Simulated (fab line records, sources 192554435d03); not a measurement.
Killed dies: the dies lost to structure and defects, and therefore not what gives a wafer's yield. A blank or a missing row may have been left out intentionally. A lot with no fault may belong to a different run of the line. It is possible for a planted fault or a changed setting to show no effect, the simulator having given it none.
Split-lot study + flow n5 finfet + 21 wafers read across 7 lots, on a route 1938 steps long

== THE SPLIT ==
At N5_BEOL_M4_EXPOSE_08 (exposes mask M4), the setting dose mj was moved away from the recipe's 41.25 on 6 of the 21 wafers read, by -6.6% to +7.0%. The other wafers ran this setting at the recipe's value.

== FROM THE SPLIT TO THE READING: what the file shows between them, 11 steps ==
- N5_BEOL_M4_PEB_09: peb time 60 s
- N5_BEOL_M4_DEVELOP_10: develop time 30 s
- N5_BEOL_M4_CD_MEAS_11: target cd 16.79 nm
- N5_BEOL_M4_DESCUM_16: chemistry O2, time 7 s
- N5_BEOL_M4_ETCH_74: etches underlayer in N2/H2, target depth 6.5 nm, time 5.2 s
- N5_BEOL_M4_ETCH_63: etches SiARC in CF4, target depth 15.6 nm, time 26 s
- N5_BEOL_M4_ETCH_64: etches SOC in N2/H2, target depth 75 nm, overetch 22.5 nm, time 121.9 s
- N5_BEOL_M4_STRIP_65: strips in N2/H2
- N5_BEOL_M4_STRIP_75: strips in N2/H2
- N5_BEOL_M4_HM_OPEN_17: chemistry Cl2/BCl3, target TiN, target depth 20 nm, overetch 6 nm
- N5_BEOL_M4_STRIP_19: strips in O2

== THE READING ==
cd nm, in nm, at N5_BEOL_M4_CD_MEAS_18 (pitch 36 nm, target cd 18 nm). A value of 18.0 nm with a standard deviation of 0.34 nm is what fault-free wafers of this fab line usually give.

| wafer  | tool, chamber at the split | dose mj as run | against the recipe | cd nm, nm | against lot-mates on the recipe |
|--------|----------------------------|----------------|--------------------|-----------|---------------------------------|
| L075.2 | euv scanner-02, 0          | 38.51          | -6.6%              | 16.6      | -0.9                            |
| L075.4 | euv scanner-02, 0          | 41.25          | recipe             | 17.6      | -                               |
| L075.6 | euv scanner-02, 0          | 41.25          | recipe             | 17.3      | -                               |
| L078.1 | euv scanner-01, 0          | 41.25          | recipe             | 17.6      | -                               |
| L078.4 | euv scanner-01, 0          | 41.25          | recipe             | 17.6      | -                               |
| L078.6 | euv scanner-01, 0          | 41.25          | recipe             | 18.0      | -                               |
| L082.2 | euv scanner-01, 0          | 44.05          | +6.8%              | 19.5      | +1.8                            |
| L082.3 | euv scanner-01, 0          | 41.25          | recipe             | 17.4      | -                               |
| L082.6 | euv scanner-01, 0          | 41.25          | recipe             | 18.1      | -                               |
| L084.1 | euv scanner-02, 0          | 41.25          | recipe             | 17.7      | -                               |
| L084.2 | euv scanner-02, 0          | 41.25          | recipe             | 18.1      | -                               |
| L084.3 | euv scanner-02, 0          | 41.25          | recipe             | 17.5      | -                               |
| L087.4 | euv scanner-02, 0          | 41.25          | recipe             | 18.1      | -                               |
| L087.5 | euv scanner-02, 0          | 41.25          | recipe             | 18.3      | -                               |
| L087.6 | euv scanner-02, 0          | 41.25          | recipe             | 18.5      | -                               |
| L093.2 | euv scanner-01, 0          | 41.25          | recipe             | 17.7      | -                               |
| L093.4 | euv scanner-01, 0          | 44.12          | +7.0%              | 19.5      | +1.8                            |
| L093.5 | euv scanner-01, 0          | 44.12          | +7.0%              | 18.8      | +1.1                            |
| L096.1 | euv scanner-02, 0          | 43.07          | +4.4%              | 18.7      | +0.4                            |
| L096.4 | euv scanner-02, 0          | 43.07          | +4.4%              | 19.2      | +0.9                            |
| L096.5 | euv scanner-02, 0          | 41.25          | recipe             | 18.3      | -                               |

THE FIT
A straight line over all 21 wafers: cd nm changes by +0.207 nm for each +1% of dose mj; r = +0.88; the points scatter about the line by 0.36 nm.
The same after taking each lot's own level away (the mean of its wafers on the recipe; 21 wafers): +0.188 nm for each +1%; r = +0.91; scatter 0.28 nm.
Per that fit: largest dose mj move, reading shift of 1.3 nm.
From 17.45 to 18.30 nm: that is the span of the lots' own levels, equal to 2.5 times the standard deviation above.
Consequently the slope shifts little with the lot-to-lot level, the two slopes agreeing.
Check: for one of the wafers moved furthest among these (+7.0%), held out of the fit, the line's prediction against its lot-mates is +1.22 nm. It came out at +1.8 nm against them.

== OTHER SPLITS ON THESE WAFERS ==
Before the reading, these wafers also passed through other splits. Each is held against what the fit with the lots' levels taken away leaves over:
| other split on the same wafers      | wafers away from the commonest value | r with cd nm (lot level and that fit taken away) |
|-------------------------------------|--------------------------------------|--------------------------------------------------|
| N5_GATE_CUT_COAT_35 spin rpm        | 6                                    | +0.05                                            |
| N5_MOL_CONTACT_COAG_PECVD_31 temp c | 8                                    | -0.05                                            |
| N5_BEOL_M0_ETCH_128 source w        | 9                                    | -0.28                                            |
| N5_BEOL_M0_SPUTTER_134 time s       | 7                                    | -0.15                                            |
| N5_BEOL_M2_SPUTTER_48 time s        | 6                                    | -0.04                                            |
| N5_BEOL_M4_COAT_62 spin rpm         | 12                                   | +0.14                                            |

== THE WHOLE CHAIN: every reading that the file lists as answering this split, in the file's order ==
| step                  | what it does                                                            | reading                                                               | change (the file's fit)               | r (the file's) |
|-----------------------|-------------------------------------------------------------------------|-----------------------------------------------------------------------|---------------------------------------|----------------|
| N5_BEOL_M4_CD_MEAS_11 | target cd 16.79 nm                                                      | cd nm                                                                 | +0.172 nm for each +1% of the setting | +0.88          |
| N5_BEOL_M4_ETCH_74    | etches underlayer in N2/H2, target depth 6.5 nm, time 5.2 s             | BEOL_M4.cd offset nm (the simulator's own value, which no gauge read) | +0.188 nm for each +1% of the setting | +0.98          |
| N5_BEOL_M4_ETCH_63    | etches SiARC in CF4, target depth 15.6 nm, time 26 s                    | BEOL_M4.cd offset nm (the simulator's own value, which no gauge read) | +0.183 nm for each +1% of the setting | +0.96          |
| N5_BEOL_M4_ETCH_64    | etches SOC in N2/H2, target depth 75 nm, overetch 22.5 nm, time 121.9 s | BEOL_M4.cd offset nm (the simulator's own value, which no gauge read) | +0.198 nm for each +1% of the setting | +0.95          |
| N5_BEOL_M4_CD_MEAS_18 | pitch 36 nm, target cd 18 nm                                            | cd nm                                                                 | +0.189 nm for each +1% of the setting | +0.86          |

== FILE'S OWN FIT ==
cd nm changes by +0.189 nm for each +1% of dose mj, r = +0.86.
